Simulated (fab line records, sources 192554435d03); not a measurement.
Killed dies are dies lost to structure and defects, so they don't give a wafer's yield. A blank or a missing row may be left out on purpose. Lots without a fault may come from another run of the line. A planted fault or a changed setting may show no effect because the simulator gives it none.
Which tool did it? | flow n5_finfet | 9 lots, 27 wafers sampled, at 8 steps of a route of 1938

WHAT THE GAUGES READ, wafer by wafer
N5_BEOL_M0_INSPECT_127: inspects for defects (darkfield). Usual: raw_defect_count 74, standard deviation 24.
lot  | measured     | on                | raw_defect_count | flag
L173 | day 6 07:56  | defect_inspect-01 | 85 56 65         |
L177 | day 7 03:54  | defect_inspect-01 | 103 62 87        |
L178 | day 7 11:01  | defect_inspect-02 | 68 67 123        |
L179 | day 7 19:47  | defect_inspect-02 | 66 64 58         |
L182 | day 8 10:40  | defect_inspect-02 | 66 69 91         |
L185 | day 9 06:04  | defect_inspect-02 | 62 59 68         |
L192 | day 11 07:19 | defect_inspect-02 | 63 51 80         |
L193 | day 11 07:44 | defect_inspect-01 | 580 51 82        | OFF
L194 | day 11 15:48 | defect_inspect-02 | 41 592 43        | OFF

N5_BEOL_M1_INSPECT_13: inspects for defects (brightfield). Usual: raw_defect_count 389, standard deviation 85.
lot  | measured     | on                | raw_defect_count | flag
L173 | day 6 10:41  | defect_inspect-01 | 459 436 570      |
L177 | day 7 05:29  | defect_inspect-01 | 526 490 418      |
L178 | day 7 12:09  | defect_inspect-01 | 395 406 443      |
L179 | day 7 22:04  | defect_inspect-02 | 346 438 405      |
L182 | day 8 11:37  | defect_inspect-02 | 442 346 344      |
L185 | day 9 09:38  | defect_inspect-02 | 399 398 315      |
L192 | day 11 08:37 | defect_inspect-01 | 351 220 288      |
L193 | day 11 08:54 | defect_inspect-02 | 866 369 410      |
L194 | day 11 17:22 | defect_inspect-02 | 401 866 412      |

N5_BEOL_M1_INSPECT_30: inspects for defects (brightfield). Usual: raw_defect_count 388, standard deviation 90.
lot  | measured     | on                | raw_defect_count | flag
L173 | day 6 11:38  | defect_inspect-02 | 482 497 600      |
L177 | day 7 06:28  | defect_inspect-02 | 568 513 430      |
L178 | day 7 13:01  | defect_inspect-01 | 368 392 434      |
L179 | day 7 23:16  | defect_inspect-02 | 375 455 401      |
L182 | day 8 12:31  | defect_inspect-01 | 421 320 325      |
L185 | day 9 10:37  | defect_inspect-02 | 388 418 301      |
L192 | day 11 09:36 | defect_inspect-02 | 419 245 315      |
L193 | day 11 09:54 | defect_inspect-02 | 845 354 402      |
L194 | day 11 18:34 | defect_inspect-01 | 366 874 383      |

N5_BEOL_M4_RC_MEAS_101. Usual: DIBL_N 36.1 mV/V, standard deviation 1.6; DIBL_P 35.8 mV/V, standard deviation 2; IOFF_N 0.157 nA/um, standard deviation 0.029; IOFF_P 0.21 nA/um, standard deviation 0.034; ION_N 677 uA/um, standard deviation 13; ION_P 465 uA/um, standard deviation 8.1; SS_N 71.3 mV/dec, standard deviation 0.61; SS_P 73.2 mV/dec, standard deviation 0.65; VT_N 249 mV, standard deviation 3.3; VT_P -250 mV, standard deviation 3.2.
lot  | measured     | on        | DIBL_N (mV/V)  | DIBL_P (mV/V)  | IOFF_N (nA/um)    | IOFF_P (nA/um) | ION_N (uA/um) | ION_P (uA/um) | SS_N (mV/dec)  | SS_P (mV/dec)  | VT_N (mV)   | VT_P (mV)      | flag
L173 | day 9 16:58  | prober-02 | 36.0 39.0 35.8 | 33.8 39.3 34.8 | 0.128 0.195 0.135 | 0.19 0.27 0.20 | 644 685 658   | 452 472 451   | 70.7 71.7 71.0 | 72.8 73.7 73.5 | 254 249 253 | -255 -247 -252 |
L177 | day 10 16:06 | prober-02 | 36.2 38.4 38.0 | 36.1 37.5 37.2 | 0.169 0.224 0.212 | 0.23 0.26 0.26 | 684 684 685   | 462 466 470   | 71.8 72.4 72.3 | 73.3 74.9 74.6 | 250 246 244 | -249 -246 -248 |
L178 | day 11 00:16 | prober-01 | 34.5 35.3 35.4 | 34.7 34.3 34.9 | 0.136 0.138 0.137 | 0.18 0.16 0.17 | 683 655 667   | 459 444 452   | 70.8 71.7 71.6 | 73.2 73.0 72.5 | 250 251 249 | -252 -254 -254 |
L179 | day 11 03:11 | prober-01 | 36.5 34.9 35.6 | 36.5 34.3 35.2 | 0.151 0.124 0.141 | 0.23 0.20 0.22 | 683 667 663   | 471 464 460   | 70.4 71.1 70.9 | 72.7 73.2 73.1 | 249 254 252 | -248 -251 -249 |
L182 | day 12 09:45 | prober-02 | 34.7 35.7 36.0 | 34.5 34.6 35.6 | 0.137 0.144 0.157 | 0.19 0.18 0.20 | 675 661 668   | 467 455 453   | 71.1 71.6 72.3 | 72.2 72.4 72.8 | 248 249 247 | -250 -253 -251 |
L185 | day 12 10:01 | prober-01 | 34.9 36.3 35.1 | 34.6 36.4 35.1 | 0.118 0.145 0.135 | 0.14 0.17 0.15 | 650 670 675   | 444 449 459   | 71.2 71.8 71.4 | 73.0 73.2 73.2 | 257 253 252 | -257 -255 -258 |
L192 | day 14 03:45 | prober-02 | 38.4 35.2 35.5 | 38.3 34.8 34.9 | 0.216 0.145 0.156 | 0.26 0.21 0.21 | 694 676 684   | 470 467 465   | 71.6 71.3 71.2 | 73.8 72.8 72.8 | 246 251 251 | -246 -248 -250 |
L193 | day 14 09:38 | prober-02 | 36.3 34.6 37.7 | 36.8 35.0 38.3 | 0.149 0.125 0.171 | 0.21 0.17 0.22 | 681 665 680   | 467 463 469   | 71.3 71.1 71.8 | 72.9 73.0 73.6 | 248 251 250 | -253 -256 -250 |
L194 | day 14 13:03 | prober-02 | 37.0 38.2 36.7 | 38.1 39.0 37.3 | 0.190 0.210 0.182 | 0.24 0.25 0.23 | 696 696 685   | 478 474 468   | 70.9 71.6 71.7 | 74.2 73.7 73.2 | 244 242 248 | -249 -248 -246 |

WHICH TOOL RAN EACH LOT (tool, then ch and the chambers of the sampled wafers, then the start)
lot  | N5_BEOL_M0_PRE_CLEAN_113     | N5_BEOL_M0_SPUTTER_134       | N5_BEOL_M0_CO_CAP_123            | N5_BEOL_M1_HM_DEP_02
L173 | pvd_sputter-01, day 6 05:48  | pvd_sputter-03, day 6 06:40  | cvd_co-01 ch 0,2, day 6 07:42    | pvd_sputter-03, day 6 10:02
L177 | pvd_sputter-02, day 7 01:53  | pvd_sputter-02, day 7 02:41  | cvd_co-02 ch 0,1, day 7 03:40    | pvd_sputter-01, day 7 04:53
L178 | pvd_sputter-01, day 7 07:17  | pvd_sputter-01, day 7 09:38  | cvd_co-01 ch 0,1,2, day 7 10:49  | pvd_sputter-02, day 7 11:40
L179 | pvd_sputter-03, day 7 17:44  | pvd_sputter-02, day 7 18:32  | cvd_co-01 ch 0, day 7 19:32      | pvd_sputter-02, day 7 21:35
L182 | pvd_sputter-01, day 8 06:31  | pvd_sputter-03, day 8 09:27  | cvd_co-02 ch 0,1,2, day 8 10:26  | pvd_sputter-01, day 8 11:01
L185 | pvd_sputter-01, day 9 02:27  | pvd_sputter-01, day 9 04:51  | cvd_co-01 ch 0,2, day 9 05:51    | pvd_sputter-03, day 9 09:09
L192 | pvd_sputter-03, day 11 05:06 | pvd_sputter-02, day 11 06:06 | cvd_co-01 ch 1,2, day 11 07:06   | pvd_sputter-03, day 11 08:00
L193 | pvd_sputter-03, day 11 05:11 | pvd_sputter-02, day 11 06:32 | cvd_co-01 ch 0,1,2, day 11 07:32 | pvd_sputter-03, day 11 08:25
L194 | pvd_sputter-02, day 11 13:41 | pvd_sputter-01, day 11 14:35 | cvd_co-01 ch 0,1,2, day 11 15:35 | pvd_sputter-03, day 11 16:53
- N5_BEOL_M0_PRE_CLEAN_113: time 30 s.
- N5_BEOL_M0_SPUTTER_134: material Cu, target thk 4 nm, time 7.37 s.
- N5_BEOL_M0_CO_CAP_123: material Co, precursor CCTBA/H2, target thk 2 nm, time 102.1 s.
- N5_BEOL_M1_HM_DEP_02: deposits TiN, target thk 20 nm.

WHAT THE TOOLS THEMSELVES READ (means of the sampled wafers that have a number; where no wafer has one, the mark that the record gives instead)
N5_BEOL_M0_PRE_CLEAN_113. Usual: heater_power_w 320 W, standard deviation 37; susceptor_temp_C 250.02 C, standard deviation 0.17.
lot  | tool           | heater_power_w (W) | susceptor_temp_C (C) | flag
L173 | pvd_sputter-01 | 318                | 249.95               |
L177 | pvd_sputter-02 | 293                | 250.04               |
L178 | pvd_sputter-01 | 334                | 250.12               |
L179 | pvd_sputter-03 | 309                | 250.06               |
L182 | pvd_sputter-01 | 351                | 250.20               |
L185 | pvd_sputter-01 | 314                | 249.87               |
L192 | pvd_sputter-03 | 321                | 250.01               |
L193 | pvd_sputter-03 | 307                | 250.05               |
L194 | pvd_sputter-02 | 298                | 250.06               |

N5_BEOL_M0_SPUTTER_134. Usual: susceptor_temp_C -19.99 C, standard deviation 0.11; throttle_valve_pct 29.9 %, standard deviation 1.4.
lot  | tool           | susceptor_temp_C (C) | throttle_valve_pct (%) | flag
L173 | pvd_sputter-03 | -20.03               | 29.0                   |
L177 | pvd_sputter-02 | -19.99               | 29.6                   |
L178 | pvd_sputter-01 | -20.03               | 31.5                   |
L179 | pvd_sputter-02 | -19.96               | 30.8                   |
L182 | pvd_sputter-03 | -19.90               | 28.3                   |
L185 | pvd_sputter-01 | -19.97               | 31.3                   |
L192 | pvd_sputter-02 | -20.06               | 30.0                   |
L193 | pvd_sputter-02 | -19.96               | 29.5                   |
L194 | pvd_sputter-01 | -19.92               | 30.5                   |

N5_BEOL_M0_CO_CAP_123. Usual: heater_power_w 246 W, standard deviation 27; susceptor_temp_C 200.00 C, standard deviation 0.16.
lot  | tool      | heater_power_w (W) | susceptor_temp_C (C) | flag
L173 | cvd_co-01 | 220                | 200.21               |
L177 | cvd_co-02 | 250                | 200.00               |
L178 | cvd_co-01 | 247                | 200.09               |
L179 | cvd_co-01 | 252                | 199.89               |
L182 | cvd_co-02 | 239                | 200.06               |
L185 | cvd_co-01 | 219                | 200.08               |
L192 | cvd_co-01 | 258                | 200.02               |
L193 | cvd_co-01 | 248                | 199.92               |
L194 | cvd_co-01 | 245                | 199.98               |

N5_BEOL_M1_HM_DEP_02. Usual: susceptor_temp_C 25.02 C, standard deviation 0.11; throttle_valve_pct 30.0 %, standard deviation 1.4.
lot  | tool           | susceptor_temp_C (C) | throttle_valve_pct (%) | flag
L173 | pvd_sputter-03 | 25.08                | 28.8                   |
L177 | pvd_sputter-01 | 24.96                | 30.3                   |
L178 | pvd_sputter-02 | 25.00                | 29.8                   |
L179 | pvd_sputter-02 | 24.99                | 29.5                   |
L182 | pvd_sputter-01 | 25.01                | 31.1                   |
L185 | pvd_sputter-03 | 25.03                | 28.2                   |
L192 | pvd_sputter-03 | 25.07                | 28.8                   |
L193 | pvd_sputter-03 | 25.01                | 28.7                   |
L194 | pvd_sputter-03 | 25.08                | 28.8                   |

THE ANSWER, worked out from the rows above alone
Rule: a lot is off if the mean of its wafers that have a number lies more than 3 standard deviations from the usual mean. A lot without any number at a reading at which 4 lots or more have one is off too. The other lots that the step has rows for count as sound. The gauges are gone through in route order, then the tools' own readings, and for those a lot's mean is taken as printed above. The first step at which some lot is off is used, and at that step the reading that is off furthest; a lot without a number counts as furthest.
Off: L193, L194, at N5_BEOL_M0_INSPECT_127 (raw_defect_count).
A tool fits if, at a process step before that reading, it ran every lot that is off, and no sound lot after the first of them. The gauges at N5_BEOL_M0_INSPECT_127 are tried like those tools. One fits: cvd_co-01 at N5_BEOL_M0_CO_CAP_123. Its last sound lot is L192 (day 11 07:06), its first lot that is off L193 (day 11 07:32): a fault that began between those two fits.

WHAT THE SIMULATOR HAD PUT IN
Chamber particle source: cvd_co-01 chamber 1, from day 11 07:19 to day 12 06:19, at N5_BEOL_M0_CO_CAP_123. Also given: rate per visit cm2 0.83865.
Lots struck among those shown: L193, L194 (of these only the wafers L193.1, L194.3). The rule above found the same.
